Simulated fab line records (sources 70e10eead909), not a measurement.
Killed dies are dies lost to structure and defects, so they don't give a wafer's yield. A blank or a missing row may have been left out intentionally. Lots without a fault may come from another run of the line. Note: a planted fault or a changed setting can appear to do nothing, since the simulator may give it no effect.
The tool behind it: which one? / flow nandHarc / 11 lots with 33 wafers sampled at 6 steps, on a route of 1302 steps

== WHAT EACH GAUGE READ, for each wafer ==
NHARC_P_M2_INSPECT_11.
lot=L762; measured=day 6 23:59; on=defectInspect-01; rawDefectCount=8 4 6
lot=L764; measured=day 7 15:12; on=defectInspect-02; rawDefectCount=4 5 6
lot=L765; measured=day 8 06:45; on=defectInspect-01; rawDefectCount=977 1004 1038
lot=L767; measured=day 9 05:29; on=defectInspect-01; rawDefectCount=4 3 4
lot=L768; measured=day 9 05:31; on=defectInspect-02; rawDefectCount=1042 1049 1044
lot=L776; measured=day 12 18:48; on=defectInspect-01; rawDefectCount=1 6 2
lot=L775; measured=day 12 19:52; on=defectInspect-02; rawDefectCount=1 6 5
lot=L778; measured=day 13 20:49; on=defectInspect-02; rawDefectCount=8 6 4
lot=L779; measured=day 13 21:38; on=defectInspect-02; rawDefectCount=9 5 7
lot=L780; measured=day 14 08:11; on=defectInspect-02; rawDefectCount=9 6 1
lot=L783; measured=day 15 17:17; on=defectInspect-01; rawDefectCount=7 5 4

NHARC_END_SORT_01.
lot=L765; measured=day 26 14:32; on=prober-02; defectLimitedYield (%)=86.7 80.6 85.5; killedAtArray=20 30 25; killedAtOther=3 1 0; killedAtPeriphery=67 100 73; killedDies=90 131 98; killedOpen=2 2 6; killedShort=4 6 1
lot=L768; measured=day 26 23:14; on=prober-01; defectLimitedYield (%)=78.4 79.0 79.3; killedAtArray=44 45 40; killedAtOther=2 1 1; killedAtPeriphery=100 96 99; killedDies=146 142 140; killedOpen=4 2 3; killedShort=0 1 1
lot=L776; measured=day 30 09:39; on=prober-02; defectLimitedYield (%)=87.9 88.2 89.4; killedAtArray=82 80 71; killedAtOther=0 0 0; killedAtPeriphery=0 0 1; killedDies=82 80 72; killedOpen=4 5 3; killedShort=5 1 1

== TOOL THAT RAN EACH LOT (tool first, then ch and the chambers of the sampled wafers, then the start) ==
lot=L762; NHARC_P_M1_DEP_33=pecvd-04 ch 0,1,2, day 6 22:47; NHARC_P_M2_ETCH_35=rieDiel-05 ch 2,3, day 7 00:08; NHARC_P_M2_STRIP_18=rieDiel-06 ch 2,3, day 7 00:27; NHARC_P_M2_PRE_CLEAN_30=pvdSputter-03, no start
lot=L764; NHARC_P_M1_DEP_33=pecvd-01 ch 0,1,2, day 7 13:58; NHARC_P_M2_ETCH_35=rieDiel-01 ch 0,1, day 7 15:20; NHARC_P_M2_STRIP_18=rieDiel-06 ch 1,2, day 7 15:40; NHARC_P_M2_PRE_CLEAN_30=pvdSputter-03, no start
lot=L765; NHARC_P_M1_DEP_33=pecvd-01 ch 0,2, day 8 05:28; NHARC_P_M2_ETCH_35=rieDiel-05 ch 0,1, day 8 06:54; NHARC_P_M2_STRIP_18=rieDiel-05 ch 0,1,3, day 8 07:15; NHARC_P_M2_PRE_CLEAN_30=pvdSputter-01, day 26 14:32 or earlier
lot=L767; NHARC_P_M1_DEP_33=pecvd-04 ch 0,1,2, day 9 03:14; NHARC_P_M2_ETCH_35=rieDiel-01 ch 0,1,2, day 9 05:39; NHARC_P_M2_STRIP_18=rieDiel-01 ch 1,2, day 9 05:56; NHARC_P_M2_PRE_CLEAN_30=pvdSputter-02, no start
lot=L768; NHARC_P_M1_DEP_33=pecvd-01 ch 1,2, day 9 04:03; NHARC_P_M2_ETCH_35=rieDiel-05 ch 1,3, day 9 05:42; NHARC_P_M2_STRIP_18=rieDiel-05 ch 0,3, day 9 06:02; NHARC_P_M2_PRE_CLEAN_30=pvdSputter-01, day 26 23:14 or earlier
lot=L776; NHARC_P_M1_DEP_33=pecvd-01 ch 0,1, day 12 17:25; NHARC_P_M2_ETCH_35=rieDiel-05 ch 0,2,3, day 12 18:58; NHARC_P_M2_STRIP_18=rieDiel-01 ch 1,2, day 12 19:14; NHARC_P_M2_PRE_CLEAN_30=pvdSputter-03, day 30 09:39 or earlier
lot=L775; NHARC_P_M1_DEP_33=pecvd-04 ch 0,1,2, day 12 18:30; NHARC_P_M2_ETCH_35=rieDiel-05 ch 1,2,3, day 12 20:02; NHARC_P_M2_STRIP_18=rieDiel-06 ch 0,2,3, day 12 20:23; NHARC_P_M2_PRE_CLEAN_30=pvdSputter-01, no start
lot=L778; NHARC_P_M1_DEP_33=pecvd-03 ch 0,1,2, day 13 19:26; NHARC_P_M2_ETCH_35=rieDiel-05 ch 1,2,3, day 13 20:57; NHARC_P_M2_STRIP_18=rieDiel-05 ch 1,2,3, day 13 21:15; NHARC_P_M2_PRE_CLEAN_30=pvdSputter-02, no start
lot=L779; NHARC_P_M1_DEP_33=pecvd-04 ch 0,2, day 13 20:16; NHARC_P_M2_ETCH_35=rieDiel-05 ch 0,2,3, day 13 21:48; NHARC_P_M2_STRIP_18=rieDiel-05 ch 1,2,3, day 13 22:06; NHARC_P_M2_PRE_CLEAN_30=pvdSputter-01, no start
lot=L780; NHARC_P_M1_DEP_33=pecvd-04 ch 1,2, day 14 06:51; NHARC_P_M2_ETCH_35=rieDiel-06 ch 1,2,3, day 14 08:20; NHARC_P_M2_STRIP_18=rieDiel-01 ch 0,1,2, day 14 08:37; NHARC_P_M2_PRE_CLEAN_30=pvdSputter-03, no start
lot=L783; NHARC_P_M1_DEP_33=pecvd-01 ch 0,1, day 15 15:54; NHARC_P_M2_ETCH_35=rieDiel-01 ch 0,1, day 15 17:26; NHARC_P_M2_STRIP_18=rieDiel-06 ch 0,2,3, day 15 17:46; NHARC_P_M2_PRE_CLEAN_30=pvdSputter-01, no start
- NHARC_P_M1_DEP_33: deposits SiCN, target thk 30 nm.
- NHARC_P_M2_ETCH_35: etches the open film in N2/H2, target depth 40 nm, overetch 12 nm, time 43.94 s.
- NHARC_P_M2_STRIP_18: strips in N2/H2.
- NHARC_P_M2_PRE_CLEAN_30: time 30 s.

== AS READ BY THE TOOLS THEMSELVES (means over the sampled wafers that have a number; for cases with no such wafer, the mark the record gives instead) ==
NHARC_P_M1_DEP_33.
lot=L762; tool=pecvd-04; heaterPowerW (W)=517; showerheadVppV (V)=1302
lot=L764; tool=pecvd-01; heaterPowerW (W)=625; showerheadVppV (V)=1370
lot=L765; tool=pecvd-01; heaterPowerW (W)=660; showerheadVppV (V)=1438
lot=L767; tool=pecvd-04; heaterPowerW (W)=553; showerheadVppV (V)=1298
lot=L768; tool=pecvd-01; heaterPowerW (W)=569; showerheadVppV (V)=1319
lot=L776; tool=pecvd-01; heaterPowerW (W)=534; showerheadVppV (V)=1333
lot=L775; tool=pecvd-04; heaterPowerW (W)=539; showerheadVppV (V)=1292
lot=L778; tool=pecvd-03; heaterPowerW (W)=550; showerheadVppV (V)=1311
lot=L779; tool=pecvd-04; heaterPowerW (W)=519; showerheadVppV (V)=1324
lot=L780; tool=pecvd-04; heaterPowerW (W)=516; showerheadVppV (V)=1322
lot=L783; tool=pecvd-01; heaterPowerW (W)=659; showerheadVppV (V)=1377

NHARC_P_M2_ETCH_35.
lot=L762; tool=rieDiel-05; drypumpMotorCurrentA (A)=6.1; h2FlowSccm (sccm)=149.9; oesProductAu (a.u.)=1.004; rfVppV (V)=433.1; showerheadPlenumPTorr (Torr)=2.13; throttleValvePct (%)=14.179
lot=L764; tool=rieDiel-01; drypumpMotorCurrentA (A)=5.5; h2FlowSccm (sccm)=150.1; oesProductAu (a.u.)=1.006; rfVppV (V)=427.9; showerheadPlenumPTorr (Torr)=1.94; throttleValvePct (%)=14.173
lot=L765; tool=rieDiel-05; drypumpMotorCurrentA (A)=6.0; h2FlowSccm (sccm)=149.4; oesProductAu (a.u.)=1.016; rfVppV (V)=430.4; showerheadPlenumPTorr (Torr)=2.04; throttleValvePct (%)=14.171
lot=L767; tool=rieDiel-01; drypumpMotorCurrentA (A)=5.3; h2FlowSccm (sccm)=149.7; oesProductAu (a.u.)=0.999; rfVppV (V)=430.6; showerheadPlenumPTorr (Torr)=2.04; throttleValvePct (%)=14.162
lot=L768; tool=rieDiel-05; drypumpMotorCurrentA (A)=6.1; h2FlowSccm (sccm)=150.1; oesProductAu (a.u.)=1.003; rfVppV (V)=432.6; showerheadPlenumPTorr (Torr)=2.09; throttleValvePct (%)=14.171
lot=L776; tool=rieDiel-05; drypumpMotorCurrentA (A)=6.0; h2FlowSccm (sccm)=150.5; oesProductAu (a.u.)=1.011; rfVppV (V)=431.9; showerheadPlenumPTorr (Torr)=2.07; throttleValvePct (%)=14.180
lot=L775; tool=rieDiel-05; drypumpMotorCurrentA (A)=5.9; h2FlowSccm (sccm)=150.1; oesProductAu (a.u.)=1.007; rfVppV (V)=431.4; showerheadPlenumPTorr (Torr)=2.07; throttleValvePct (%)=14.175
lot=L778; tool=rieDiel-05; drypumpMotorCurrentA (A)=6.0; h2FlowSccm (sccm)=149.5; oesProductAu (a.u.)=1.006; rfVppV (V)=431.5; showerheadPlenumPTorr (Torr)=2.07; throttleValvePct (%)=14.178
lot=L779; tool=rieDiel-05; drypumpMotorCurrentA (A)=6.0; h2FlowSccm (sccm)=150.2; oesProductAu (a.u.)=1.007; rfVppV (V)=431.1; showerheadPlenumPTorr (Torr)=2.07; throttleValvePct (%)=14.162
lot=L780; tool=rieDiel-06; drypumpMotorCurrentA (A)=5.4; h2FlowSccm (sccm)=150.0; oesProductAu (a.u.)=1.010; rfVppV (V)=430.4; showerheadPlenumPTorr (Torr)=2.03; throttleValvePct (%)=14.167
lot=L783; tool=rieDiel-01; drypumpMotorCurrentA (A)=5.5; h2FlowSccm (sccm)=149.7; oesProductAu (a.u.)=1.009; rfVppV (V)=427.9; showerheadPlenumPTorr (Torr)=1.94; throttleValvePct (%)=14.171

NHARC_P_M2_STRIP_18.
lot=L762; tool=rieDiel-06; drypumpMotorCurrentA (A)=5.6; h2FlowSccm (sccm)=149.8; oesProductAu (a.u.)=1.015; rfVppV (V)=90.7; showerheadPlenumPTorr (Torr)=2.07; throttleValvePct (%)=14.174
lot=L764; tool=rieDiel-06; drypumpMotorCurrentA (A)=5.4; h2FlowSccm (sccm)=150.0; oesProductAu (a.u.)=1.006; rfVppV (V)=90.3; showerheadPlenumPTorr (Torr)=1.95; throttleValvePct (%)=14.171
lot=L765; tool=rieDiel-05; drypumpMotorCurrentA (A)=6.2; h2FlowSccm (sccm)=150.0; oesProductAu (a.u.)=1.004; rfVppV (V)=91.3; showerheadPlenumPTorr (Torr)=2.09; throttleValvePct (%)=14.175
lot=L767; tool=rieDiel-01; drypumpMotorCurrentA (A)=5.7; h2FlowSccm (sccm)=150.2; oesProductAu (a.u.)=1.002; rfVppV (V)=91.1; showerheadPlenumPTorr (Torr)=2.07; throttleValvePct (%)=14.174
lot=L768; tool=rieDiel-05; drypumpMotorCurrentA (A)=6.3; h2FlowSccm (sccm)=149.7; oesProductAu (a.u.)=1.013; rfVppV (V)=91.6; showerheadPlenumPTorr (Torr)=2.15; throttleValvePct (%)=14.169
lot=L776; tool=rieDiel-01; drypumpMotorCurrentA (A)=5.3; h2FlowSccm (sccm)=149.9; oesProductAu (a.u.)=1.004; rfVppV (V)=92.2; showerheadPlenumPTorr (Torr)=2.13; throttleValvePct (%)=14.179
lot=L775; tool=rieDiel-06; drypumpMotorCurrentA (A)=5.6; h2FlowSccm (sccm)=150.6; oesProductAu (a.u.)=1.010; rfVppV (V)=90.6; showerheadPlenumPTorr (Torr)=2.05; throttleValvePct (%)=14.169
lot=L778; tool=rieDiel-05; drypumpMotorCurrentA (A)=6.0; h2FlowSccm (sccm)=150.0; oesProductAu (a.u.)=1.005; rfVppV (V)=90.4; showerheadPlenumPTorr (Torr)=2.07; throttleValvePct (%)=14.163
lot=L779; tool=rieDiel-05; drypumpMotorCurrentA (A)=6.0; h2FlowSccm (sccm)=149.8; oesProductAu (a.u.)=1.008; rfVppV (V)=91.0; showerheadPlenumPTorr (Torr)=2.07; throttleValvePct (%)=14.171
lot=L780; tool=rieDiel-01; drypumpMotorCurrentA (A)=5.3; h2FlowSccm (sccm)=150.0; oesProductAu (a.u.)=1.003; rfVppV (V)=90.6; showerheadPlenumPTorr (Torr)=2.03; throttleValvePct (%)=14.174
lot=L783; tool=rieDiel-06; drypumpMotorCurrentA (A)=5.6; h2FlowSccm (sccm)=150.5; oesProductAu (a.u.)=1.013; rfVppV (V)=90.4; showerheadPlenumPTorr (Torr)=2.05; throttleValvePct (%)=14.180

NHARC_P_M2_PRE_CLEAN_30.
lot=L762; tool=pvdSputter-03; heaterPowerW (W)=384
lot=L764; tool=pvdSputter-03; heaterPowerW (W)=381
lot=L765; tool=pvdSputter-01; heaterPowerW (W)=374
lot=L767; tool=pvdSputter-02; heaterPowerW (W)=417
lot=L768; tool=pvdSputter-01; heaterPowerW (W)=384
lot=L776; tool=pvdSputter-03; heaterPowerW (W)=431
lot=L775; tool=pvdSputter-01; heaterPowerW (W)=446
lot=L778; tool=pvdSputter-02; heaterPowerW (W)=427
lot=L779; tool=pvdSputter-01; heaterPowerW (W)=373
lot=L780; tool=pvdSputter-03; heaterPowerW (W)=400
lot=L783; tool=pvdSputter-01; heaterPowerW (W)=354

== THE ANSWER, worked out from the rows above alone ==
Rule: usual is defined by the lots themselves. The widest of any qualifying gaps counts: lots, ordered by their means at a reading, are off when they make up no more than a third of the lots, leave a main group of 4 or more, and stand apart from it by 3 or more times the standard deviation of that group's means. If all means in a main group match to the digits the tables above print for the reading, that group is not used. A lot without any number at a reading at which 4 lots or more have one is off too. All remaining lots with rows at the step are treated as sound. First the gauges in route order, then the tools' own readings, where a lot's mean is used as printed above. At the first step where some lot is off, the reading lying furthest off is the one used; lots without a number count as furthest.
Off at NHARC_P_M2_INSPECT_11 (rawDefectCount): L765, L768. Main group: mean 5.0, sd 1.2.
If a tool, at a process step before that reading, ran all the lots that are off and no sound lot after the first of them, it fits. Gauges at NHARC_P_M2_INSPECT_11: tried the same way as those tools. Not one of the candidates tried fits.

== WHAT HAD BEEN PUT IN BY THE SIMULATOR ==
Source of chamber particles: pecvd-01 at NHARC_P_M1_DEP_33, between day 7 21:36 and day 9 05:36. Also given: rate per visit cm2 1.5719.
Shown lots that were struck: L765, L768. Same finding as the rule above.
